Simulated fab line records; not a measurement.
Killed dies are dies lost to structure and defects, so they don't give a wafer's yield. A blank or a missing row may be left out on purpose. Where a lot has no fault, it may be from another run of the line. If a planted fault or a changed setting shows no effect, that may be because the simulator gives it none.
fab line records	flow n5Finfet
[record] lots = 7	wafers = 19	lastDay = 17
route steps=1938 shown BEOL_M5@1140
lots untouched by any fault: they come from a run of this same line in which no faults occurred
startH: hours from the record's opening day to when the first of the lot's shown wafers began	waitH: hours elapsed since this lot's preceding step	" the same as in the row above	L1.1+2: a row that stands for several wafers	- either no value or no given start	* or withheld: withheld	< > ~ a bound
route shown NAME@n: names a module that has steps shown in the file, with the first one's number in the route	usual: mean/standard deviation of fault-free wafers	same: alike in all rows	chamber/n: place in a boat	sites: each site's reading	_std_site: how widely they spread, as a standard deviation	_edge_site: outer sites' mean less inner sites'	radiusMm: how far each site lies from the wafer's centre	mask NAME#n: copy n	behind: tool/chamber where the wafer was last shaped	hold: cause of the lot's hold/its duration in hours/its outcome	device: the transistor (n, p or np) that didn't switch	end of line: tests of these same wafers at the route's end	a step given without rows: its recipe and nothing more	killed: not the wafer's yield, but the dies lost to structure and defects at the first sort	map: a wafer's dies, marking killed ones x, the rest . and places with no die _
set.NAME: setting as actually run; set.NAME@STEP: the setting as run at that earlier step	model.NAME: the simulator's own value behind a step, which no gauge read
lots at selected steps of the route; one table per step, one row per wafer
services: a tool's chamber out of use, with start hour (startH, from the record's first day; less than 0 if before it), hours out, and reason
[[steps]]
[step N5_BEOL_M5_COAT_66]
[recipe] resist = SiARC	tempC = 220	timeS = 60	spinRpm = 1500	resistThkNm = 12
[step N5_BEOL_M5_COAT_74]
[recipe] resist = underlayer	tempC = 205	timeS = 60	spinRpm = 1500	resistThkNm = 5
[step N5_BEOL_M5_COAT_22]
[recipe] resist = CAR-EUV	spinRpm = 1500	resistThkNm = 30
[step N5_BEOL_M5_EBR_24]
[recipe] solvent = PGMEA	ebrWidthMm = 1.5
[step N5_BEOL_M5_SOFTBAKE_23]
[recipe] tempC = 110	timeS = 60	resist = CAR-EUV
[step N5_BEOL_M5_EXPOSE_25]
[recipe] maskId = V4	na = 0.33	sourceShape = quasar	sigmaInner = 0.2	sigmaOuter = 0.6	polarization = unpolarized	defocusNm = 10	doseMj = 52.75
[step N5_BEOL_M5_PEB_26]
[recipe] pebTempC = 100	pebTimeS = 60	resist = CAR-EUV
[step N5_BEOL_M5_DEVELOP_27]
[recipe] developTimeS = 30	developer = TMAH	resist = CAR-EUV	rinseLiquid = surfactantRinse	dry = airSpin	devTempC = 23
[step N5_BEOL_M5_CD_MEAS_28]
[recipe] targetCdNm = 30.6	landingEnergyEv = 500	detector = seInlens	targetCdYNm = 20	polarity = opening
[usual] cdNm = 30.50/0.26
lot.wafer	tool	chamber	startH	waitH	cdNm
L369.1	cdSem-03	0	209.09	-	30.40
L369.2	"	0	"	"	30.33
L369.3	"	0	"	"	30.12
L371.1	cdSem-02	0	220.76	-	30.64
L371.2	"	0	"	"	30.11
L371.5	"	0	"	"	30.12
L372.2	cdSem-01	0	229.38	-	30.87
L372.3	"	0	"	"	30.43
L372.6	"	0	"	"	30.45
L377.2	cdSem-02	0	260.44	-	30.30
L377.3	"	0	"	"	30.87
L377.4	"	0	"	"	30.82
L378.3	cdSem-02	0	272.19	-	30.84
L378.4	"	0	"	"	30.42
L380.2	cdSem-01	0	281.74	-	30.66
L380.3	"	0	"	"	30.25
L386.1	cdSem-01	0	315.88	-	30.45
L386.3	"	0	"	"	31.00
L386.6	"	0	"	"	30.55
[step N5_BEOL_M5_OVL_MEAS_29]
[recipe] pointsPerWafer = 522
[usual] V4_OVL = -0.2/0.62
lot.wafer	tool	chamber	startH	waitH	V4_OVL[nm]
L369.1	overlay-01	0	209.12	0.0	0.2
L369.2	"	0	"	"	-0.8
L369.3	"	0	"	"	0.2
L371.1	overlay-01	0	220.79	0.0	0.1
L371.2	"	0	"	"	0.4
L371.5	"	0	"	"	0.4
L372.2	overlay-01	0	229.41	0.0	-0.6
L372.3	"	0	"	"	-0.5
L372.6	"	0	"	"	-0.2
L377.2	overlay-01	0	260.47	0.0	0.1
L377.3	"	0	"	"	0.7
L377.4	"	0	"	"	0.0
L378.3	overlay-01	0	272.23	0.0	0.5
L378.4	"	0	"	"	0.9
L380.2	overlay-01	0	281.77	0.0	0.7
L380.3	"	0	"	"	-0.6
L386.1	overlay-01	0	315.91	0.0	0.0
L386.3	"	0	"	"	0.4
L386.6	"	0	"	"	0.4
[step N5_BEOL_M5_INSPECT_30]
[recipe] mode = adi	inspectInstrument = brightfield
[usual] rawDefectCount = 428/110
lot.wafer	tool	chamber	startH	waitH	rawDefectCount
L369.1	defectInspect-02	-	209.18	0.1	365
L369.2	"	-	"	"	343
L369.3	"	-	"	"	346
L371.1	defectInspect-01	-	220.85	0.1	571
L371.2	"	-	"	"	500
L371.5	"	-	"	"	639
L372.2	defectInspect-02	-	229.47	0.0	376
L372.3	"	-	"	"	300
L372.6	"	-	"	"	575
L377.2	defectInspect-01	-	260.53	0.0	339
L377.3	"	-	"	"	351
L377.4	"	-	"	"	385
L378.3	defectInspect-02	-	272.28	0.0	350
L378.4	"	-	"	"	254
L380.2	defectInspect-01	-	281.82	0.0	483
L380.3	"	-	"	"	405
L386.1	defectInspect-01	-	315.97	0.1	736
L386.3	"	-	"	"	567
L386.6	"	-	"	"	525
[step N5_BEOL_M5_DESCUM_33]
[recipe] chemistry = O2	timeS = 7	sourcePowerW = 50	biasPowerW = 20	pressureMtorr = 20	rfFrequencyHz = 2.712e+07	tempC = 40	resist = CAR-EUV	o2FlowSccm = 225
[usual] drypumpMotorCurrentA = 5.6/0.38	oesProductAu = 0.80/0.091	rfFwdPowerW = 49.24/0.22	rfVppV = 243.1/1.2	showerheadPlenumPTorr = 2.10/0.074	throttleValvePct = 20.5/0.3
lot.wafer	tool	chamber	startH	waitH	drypumpMotorCurrentA	oesProductAu	rfFwdPowerW	rfHoursCounterH	rfVppV	showerheadPlenumPTorr	throttleValvePct
L369.1	rieDiel-05	1	209.21	0.0	5.5	0.73	49.62	175	242.1	2.01	20.3
L369.2	"	0	"	"	6.1	0.91	49.48	35	241.3	2.05	20.0
L369.3	"	3	"	"	5.4	0.81	49.11	87	244.7	2.13	20.7
L371.1	rieDiel-03	3	220.88	0.0	5.9	0.88	49.16	36	244.1	2.13	20.3
L371.2	"	1	"	"	4.9	0.92	49.15	16	244.1	2.14	20.3
L371.5	"	1	"	"	4.9	0.93	49.26	-	244.0	2.14	20.3
L372.2	rieDiel-03	0	229.99	0.5	5.8	0.70	49.37	190	244.7	2.19	21.0
L372.3	"	2	"	"	6.0	0.70	49.64	231	241.8	1.98	20.4
L372.6	"	1	"	"	4.9	0.92	49.36	-	243.3	2.14	20.4
L377.2	rieDiel-05	3	260.98	0.5	5.4	0.81	49.09	103	243.5	2.12	20.7
L377.3	"	0	"	"	6.0	0.90	49.30	51	242.2	2.04	20.0
L377.4	"	1	"	"	5.5	0.73	49.08	186	242.1	2.01	20.3
L378.3	rieDiel-05	3	272.49	0.2	5.4	0.80	49.04	105	242.2	2.12	20.7
L378.4	"	0	"	"	6.1	0.88	49.51	53	243.4	2.04	20.0
L380.2	rieDiel-05	1	281.96	0.1	5.5	0.73	49.44	191	241.5	2.00	20.3
L380.3	"	0	"	"	6.1	0.89	49.23	55	242.4	2.04	20.1
L386.1	rieDiel-03	2	316.01	0.0	6.0	0.98	49.53	3	244.9	2.24	20.1
L386.3	"	0	"	"	5.8	0.68	49.21	218	243.3	2.18	21.1
L386.6	"	0	"	"	5.8	0.68	49.15	-	243.0	2.18	21.1
[step N5_BEOL_M5_ETCH_75]
[recipe] chemistry = N2/H2	target = underlayer	targetDepthA = 65	maskMaterial = CAR-EUV	timeS = 5.2	ionEnergyEv = 200	pressureMtorr = 30	sourceW = 840	biasW = 150	n2FlowSccm = 200	h2FlowSccm = 200	ends = cleared
[usual] drypumpMotorCurrentA = 5.6/0.39	etchRfOnTimeS = 5.19/0.13	oesProductAu = 0.68/0.08	rfFwdPowerW = 819.8/2.5	rfVppV = 523.9/2.6	showerheadPlenumPTorr = 2.54/0.088	throttleValvePct = 17.85/0.28
lot.wafer	tool	chamber	startH	waitH	drypumpMotorCurrentA	etchRfOnTimeS	oesProductAu	rfFwdPowerW	rfHoursCounterH	rfVppV	showerheadPlenumPTorr	throttleValvePct
L369.1	rieDiel-05	1	209.25	0.0	5.5	5.14	0.63	822.6	175	520.4	2.41	17.50
L369.2	"	0	"	"	6.1	5.22	0.78	817.6	35	519.9	2.50	17.48
L369.3	"	3	"	"	5.4	5.12	0.69	825.5	87	525.6	2.55	17.90
L371.1	rieDiel-03	3	220.91	0.0	5.8	5.08	0.76	823.2	36	525.5	2.56	17.48
L371.2	"	1	"	"	4.9	5.01	0.81	822.7	16	524.3	2.62	17.95
L371.5	"	1	"	"	4.9	5.10	0.79	820.3	-	525.8	2.62	17.96
L372.2	rieDiel-03	0	230.02	0.0	5.8	5.42	0.59	819.5	190	524.8	2.64	18.32
L372.3	"	2	"	"	6.0	5.33	0.59	822.9	231	521.3	2.41	17.87
L372.6	"	1	"	"	4.9	5.01	0.80	816.5	-	525.1	2.62	17.94
L377.2	rieDiel-05	3	261.02	0.0	5.4	3.15	0.91	816.8	103	524.2	2.54	17.98
L377.3	"	0	"	"	6.1	5.18	0.75	819.9	51	521.6	2.49	17.53
L377.4	"	1	"	"	5.5	3.18	0.84	821.6	186	521.8	2.41	17.58
L378.3	rieDiel-05	3	272.53	0.0	5.4	5.08	0.67	820.6	105	523.7	2.54	17.92
L378.4	"	0	"	"	6.1	3.25	1.00	815.6	53	521.6	2.49	17.56
L380.2	rieDiel-05	1	281.99	0.0	5.5	3.25	0.82	820.7	191	517.7	2.41	17.57
L380.3	"	0	"	"	6.1	5.19	0.75	816.4	55	522.1	2.49	17.52
L386.1	rieDiel-03	2	316.04	0.0	6.0	5.32	0.83	820.2	3	528.4	2.72	17.51
L386.3	"	0	"	"	5.8	5.38	0.59	820.7	218	524.6	2.63	18.37
L386.6	"	0	"	"	5.8	5.38	0.57	821.1	-	525.3	2.63	18.39
[step N5_BEOL_M5_ETCH_67]
[recipe] chemistry = CF4	target = SiARC	targetDepthA = 156	maskMaterial = CAR-EUV	timeS = 26	ionEnergyEv = 80	pressureMtorr = 40	sourceW = 545	biasW = 36	Ar_flow_sccm = 100	cf4FlowSccm = 100	ends = cleared
[usual] drypumpMotorCurrentA = 5.6/0.38	etchRfOnTimeS = 26.0/0.62	oesProductAu = 0.68/0.079	rfFwdPowerW = 531.7/2	rfVppV = 184.0/1.1	showerheadPlenumPTorr = 2.14/0.071	throttleValvePct = 15.57/0.25
lot.wafer	tool	chamber	startH	waitH	drypumpMotorCurrentA	etchRfOnTimeS	oesProductAu	rfFwdPowerW	rfHoursCounterH	rfVppV	showerheadPlenumPTorr	throttleValvePct
L369.1	rieDiel-05	1	209.26	0.0	5.5	26.1	0.62	533.1	175	183.5	2.04	15.39
L369.2	"	0	"	"	6.0	26.4	0.77	529.3	35	182.3	2.10	15.14
L369.3	"	3	"	"	5.4	25.7	0.69	528.2	87	184.2	2.15	15.63
L371.1	rieDiel-03	3	220.93	0.0	5.9	25.8	0.75	532.7	36	184.1	2.19	15.48
L371.2	"	1	"	"	4.9	25.0	0.81	531.0	16	185.2	2.19	15.43
L371.5	"	1	"	"	4.9	25.0	0.81	529.5	-	185.7	2.19	15.43
L372.2	rieDiel-03	0	230.04	0.0	5.8	26.8	0.61	532.5	190	185.7	2.21	16.06
L372.3	"	2	"	"	6.0	26.8	0.59	530.6	231	183.1	2.03	15.66
L372.6	"	1	"	"	4.9	25.0	0.80	530.1	-	185.9	2.19	15.43
L377.2	rieDiel-05	3	261.03	0.0	5.4	25.6	0.68	530.0	103	184.1	2.15	15.66
L377.3	"	0	"	"	6.1	26.4	0.75	532.9	51	183.0	2.09	15.16
L377.4	"	1	"	"	5.5	26.1	0.62	530.2	186	183.5	2.03	15.42
L378.3	rieDiel-05	3	272.54	0.0	5.4	25.5	0.68	532.6	105	184.6	2.14	15.66
L378.4	"	0	"	"	6.0	26.3	0.75	529.1	53	183.4	2.09	15.18
L380.2	rieDiel-05	1	282.01	0.0	5.4	26.1	0.61	532.8	191	182.4	2.03	15.43
L380.3	"	0	"	"	6.1	26.2	0.74	529.7	55	182.8	2.09	15.18
L386.1	rieDiel-03	2	316.06	0.0	6.0	26.4	0.83	527.8	3	186.7	2.28	15.23
L386.3	"	0	"	"	5.8	26.4	0.59	532.9	218	184.9	2.20	16.10
L386.6	"	0	"	"	5.8	26.4	0.59	528.9	-	185.9	2.20	16.11
[[services]]
tool	chamber	startH	hours	kind
rieDiel-05	-	243.98	0.4	repair
rieDiel-05	1	248.26	8.4	repair
rieDiel-05	-	265.91	4.3	pm
rieDiel-05	-	283.06	1.3	repair
rieDiel-03	2	284.87	-	clean
rieDiel-03	2	284.87	-	consumableReplace:focusRing
rieDiel-03	2	284.87	-	consumableReplace:showerhead
rieDiel-03	2	284.87	22.5	scheduledDown
rieDiel-03	2	284.87	22.5	ventCycle
[[key]]
[firstSign] step = N5_BEOL_M5_ETCH_75	reading = etchRfOnTimeS	direction = down	sigmas = 16	usual = *	struck = *
[effect] step = N5_BEOL_M5_ETCH_75	reading = oesProductAu	direction = up	sigmas = 2.7	usual = 0.68	struck = 0.89
metAt N5_BEOL_M5_ETCH_75
struckWafers L377.2,L377.4,L378.4,L380.2
onsetBetween 209.25 261.02
[fault] kind = processParameterDrift	tool = rieDiel-05	chamber = -	onsetH = 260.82	steps = N5_BEOL_M5_ETCH_75	channel = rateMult	offset = 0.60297	shape = step	endH = 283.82	scope = struckWafersOnly
